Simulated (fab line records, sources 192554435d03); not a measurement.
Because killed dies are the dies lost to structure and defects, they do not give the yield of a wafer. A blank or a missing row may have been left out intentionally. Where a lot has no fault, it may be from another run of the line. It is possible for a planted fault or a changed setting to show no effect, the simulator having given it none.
Split-lot experiment / flow n5_finfet / 39 wafers read across 7 lots, on a route 1938 steps long

## ON THE SPLIT
At N5_BEOL_M12_ETCH_68 (etches SOC in N2/H2, time 285 s), the setting time_s was moved away from the recipe's 285 s on 9 of the 39 wafers read, by -39.1% to +58.3%. The other wafers ran this setting at the recipe's value.

Reading taken at the split's own step.

## THE READING
SiARC_of_BEOL_M12_COAT_66.thk_nm (the simulator's own value, which no gauge read), in nm, at N5_BEOL_M12_ETCH_68 (etches SOC in N2/H2, time 285 s). No usual value for it is given in the file. Across the 30 wafers here that went through the recipe, the average is 85.9 nm and the standard deviation 0.32 nm.

wafer=L078.1; tool, chamber at the split=rie_diel-01, 0,2; time_s as run, s=285; against the recipe=recipe; SiARC_of_BEOL_M12_COAT_66.thk_nm, nm=86; against lot-mates on the recipe=-
wafer=L078.4; tool, chamber at the split=rie_diel-01, 0,2; time_s as run, s=285; against the recipe=recipe; SiARC_of_BEOL_M12_COAT_66.thk_nm, nm=86; against lot-mates on the recipe=-
wafer=L078.2; tool, chamber at the split=rie_diel-01, 1; time_s as run, s=285; against the recipe=recipe; SiARC_of_BEOL_M12_COAT_66.thk_nm, nm=85.4; against lot-mates on the recipe=-
wafer=L078.3; tool, chamber at the split=rie_diel-01, 3; time_s as run, s=285; against the recipe=recipe; SiARC_of_BEOL_M12_COAT_66.thk_nm, nm=86.2; against lot-mates on the recipe=-
wafer=L078.5; tool, chamber at the split=rie_diel-01, 2,1; time_s as run, s=285; against the recipe=recipe; SiARC_of_BEOL_M12_COAT_66.thk_nm, nm=85.6; against lot-mates on the recipe=-
wafer=L078.6; tool, chamber at the split=rie_diel-01, 2,1; time_s as run, s=285; against the recipe=recipe; SiARC_of_BEOL_M12_COAT_66.thk_nm, nm=85.6; against lot-mates on the recipe=-
wafer=L081.1; tool, chamber at the split=rie_diel-01, 1; time_s as run, s=285; against the recipe=recipe; SiARC_of_BEOL_M12_COAT_66.thk_nm, nm=85.2; against lot-mates on the recipe=-
wafer=L081.2; tool, chamber at the split=rie_diel-01, 3; time_s as run, s=285; against the recipe=recipe; SiARC_of_BEOL_M12_COAT_66.thk_nm, nm=86; against lot-mates on the recipe=-
wafer=L081.3; tool, chamber at the split=rie_diel-01, 2,0; time_s as run, s=451.2; against the recipe=+58.3%; SiARC_of_BEOL_M12_COAT_66.thk_nm, nm=71.6; against lot-mates on the recipe=-14.1
wafer=L081.4; tool, chamber at the split=rie_diel-01, 2,0; time_s as run, s=451.2; against the recipe=+58.3%; SiARC_of_BEOL_M12_COAT_66.thk_nm, nm=71.6; against lot-mates on the recipe=-14.1
wafer=L081.5; tool, chamber at the split=rie_diel-01, 3; time_s as run, s=451.2; against the recipe=+58.3%; SiARC_of_BEOL_M12_COAT_66.thk_nm, nm=72.2; against lot-mates on the recipe=-13.5
wafer=L081.6; tool, chamber at the split=rie_diel-01, 0; time_s as run, s=285; against the recipe=recipe; SiARC_of_BEOL_M12_COAT_66.thk_nm, nm=85.8; against lot-mates on the recipe=-
wafer=L089.1; tool, chamber at the split=rie_diel-04, 2; time_s as run, s=285; against the recipe=recipe; SiARC_of_BEOL_M12_COAT_66.thk_nm, nm=85.6; against lot-mates on the recipe=-
wafer=L089.2; tool, chamber at the split=rie_diel-04, 1,3; time_s as run, s=285; against the recipe=recipe; SiARC_of_BEOL_M12_COAT_66.thk_nm, nm=85.8; against lot-mates on the recipe=-
wafer=L089.5; tool, chamber at the split=rie_diel-04, 1,3; time_s as run, s=285; against the recipe=recipe; SiARC_of_BEOL_M12_COAT_66.thk_nm, nm=85.8; against lot-mates on the recipe=-
wafer=L089.3; tool, chamber at the split=rie_diel-04, 3; time_s as run, s=285; against the recipe=recipe; SiARC_of_BEOL_M12_COAT_66.thk_nm, nm=86.6; against lot-mates on the recipe=-
wafer=L089.4; tool, chamber at the split=rie_diel-04, 0; time_s as run, s=285; against the recipe=recipe; SiARC_of_BEOL_M12_COAT_66.thk_nm, nm=85.4; against lot-mates on the recipe=-
wafer=L089.6; tool, chamber at the split=rie_diel-04, 0; time_s as run, s=285; against the recipe=recipe; SiARC_of_BEOL_M12_COAT_66.thk_nm, nm=86; against lot-mates on the recipe=-
wafer=L090.3; tool, chamber at the split=rie_diel-04, 1,2,1; time_s as run, s=285; against the recipe=recipe; SiARC_of_BEOL_M12_COAT_66.thk_nm, nm=85.8; against lot-mates on the recipe=-
wafer=L090.5; tool, chamber at the split=rie_diel-04, 1,2,1; time_s as run, s=285; against the recipe=recipe; SiARC_of_BEOL_M12_COAT_66.thk_nm, nm=85.8; against lot-mates on the recipe=-
wafer=L090.6; tool, chamber at the split=rie_diel-04, 1,2,1; time_s as run, s=285; against the recipe=recipe; SiARC_of_BEOL_M12_COAT_66.thk_nm, nm=85.8; against lot-mates on the recipe=-
wafer=L091.1; tool, chamber at the split=rie_diel-01, 0,2; time_s as run, s=285; against the recipe=recipe; SiARC_of_BEOL_M12_COAT_66.thk_nm, nm=85.8; against lot-mates on the recipe=-
wafer=L091.6; tool, chamber at the split=rie_diel-01, 0,2; time_s as run, s=285; against the recipe=recipe; SiARC_of_BEOL_M12_COAT_66.thk_nm, nm=85.8; against lot-mates on the recipe=-
wafer=L091.2; tool, chamber at the split=rie_diel-01, 3; time_s as run, s=173.7; against the recipe=-39.1%; SiARC_of_BEOL_M12_COAT_66.thk_nm, nm=95.6; against lot-mates on the recipe=+9.9
wafer=L091.3; tool, chamber at the split=rie_diel-01, 2; time_s as run, s=285; against the recipe=recipe; SiARC_of_BEOL_M12_COAT_66.thk_nm, nm=85.6; against lot-mates on the recipe=-
wafer=L091.4; tool, chamber at the split=rie_diel-01, 1; time_s as run, s=173.7; against the recipe=-39.1%; SiARC_of_BEOL_M12_COAT_66.thk_nm, nm=94.6; against lot-mates on the recipe=+8.9
wafer=L091.5; tool, chamber at the split=rie_diel-01, 3; time_s as run, s=173.7; against the recipe=-39.1%; SiARC_of_BEOL_M12_COAT_66.thk_nm, nm=95.4; against lot-mates on the recipe=+9.7
wafer=L093.1; tool, chamber at the split=rie_diel-04, 2; time_s as run, s=285; against the recipe=recipe; SiARC_of_BEOL_M12_COAT_66.thk_nm, nm=85.6; against lot-mates on the recipe=-
wafer=L093.2; tool, chamber at the split=rie_diel-04, 1,3; time_s as run, s=285; against the recipe=recipe; SiARC_of_BEOL_M12_COAT_66.thk_nm, nm=86.4; against lot-mates on the recipe=-
wafer=L093.3; tool, chamber at the split=rie_diel-04, 1,3; time_s as run, s=285; against the recipe=recipe; SiARC_of_BEOL_M12_COAT_66.thk_nm, nm=86.4; against lot-mates on the recipe=-
wafer=L093.4; tool, chamber at the split=rie_diel-04, 0,2; time_s as run, s=285; against the recipe=recipe; SiARC_of_BEOL_M12_COAT_66.thk_nm, nm=86; against lot-mates on the recipe=-
wafer=L093.6; tool, chamber at the split=rie_diel-04, 0,2; time_s as run, s=285; against the recipe=recipe; SiARC_of_BEOL_M12_COAT_66.thk_nm, nm=86; against lot-mates on the recipe=-
wafer=L093.5; tool, chamber at the split=rie_diel-04, 3; time_s as run, s=285; against the recipe=recipe; SiARC_of_BEOL_M12_COAT_66.thk_nm, nm=86.6; against lot-mates on the recipe=-
wafer=L094.1; tool, chamber at the split=rie_diel-01, 1,0; time_s as run, s=369.1; against the recipe=+29.5%; SiARC_of_BEOL_M12_COAT_66.thk_nm, nm=78.4; against lot-mates on the recipe=-7.5
wafer=L094.5; tool, chamber at the split=rie_diel-01, 1,0; time_s as run, s=369.1; against the recipe=+29.5%; SiARC_of_BEOL_M12_COAT_66.thk_nm, nm=78.4; against lot-mates on the recipe=-7.5
wafer=L094.2; tool, chamber at the split=rie_diel-01, 0,1; time_s as run, s=285; against the recipe=recipe; SiARC_of_BEOL_M12_COAT_66.thk_nm, nm=85.8; against lot-mates on the recipe=-
wafer=L094.6; tool, chamber at the split=rie_diel-01, 0,1; time_s as run, s=285; against the recipe=recipe; SiARC_of_BEOL_M12_COAT_66.thk_nm, nm=85.8; against lot-mates on the recipe=-
wafer=L094.3; tool, chamber at the split=rie_diel-01, 2; time_s as run, s=369.1; against the recipe=+29.5%; SiARC_of_BEOL_M12_COAT_66.thk_nm, nm=79; against lot-mates on the recipe=-6.9
wafer=L094.4; tool, chamber at the split=rie_diel-01, 2; time_s as run, s=285; against the recipe=recipe; SiARC_of_BEOL_M12_COAT_66.thk_nm, nm=86; against lot-mates on the recipe=-
Where a row lists several chambers, the file gives one row for several wafers and doesn't say which wafer went through which chamber.

THE FIT
A straight line over all 39 wafers: SiARC_of_BEOL_M12_COAT_66.thk_nm changes by -0.241 nm for each +1% of time_s; r = -1.00; the points scatter about the line by 0.34 nm.
The same after taking each lot's own level away (the mean of its wafers on the recipe; 39 wafers): -0.24 nm for each +1%; r = -1.00; scatter 0.31 nm.
That fit puts the effect of the largest move of time_s on the reading at 14 nm.
Measured against the standard deviation above, the lots' own levels, which go from 85.67 to 86.17 nm, span 1.5 times it.
So the lot-to-lot level changes the slope little: the two slopes agree.
Check: with one of the wafers moved furthest among these (+58.3%) left out of the fit, the line predicts -14 nm for it against its lot-mates. It came out at -14.1 nm against them.

## ADDITIONAL SPLITS CARRIED BY THESE WAFERS
Note: prior to the reading, these wafers also went through further splits. Each is held against what the fit with the lots' levels taken away leaves over:
other split on the same wafers=N5_BEOL_M10_ILD_DEP_00 target_thk_a; wafers away from the commonest value=12; r with SiARC_of_BEOL_M12_COAT_66.thk_nm (lot level and that fit taken away)=-0.20

## FILE'S OWN FIT
SiARC_of_BEOL_M12_COAT_66.thk_nm changes by -0.24 nm for each +1% of time_s, r = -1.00.
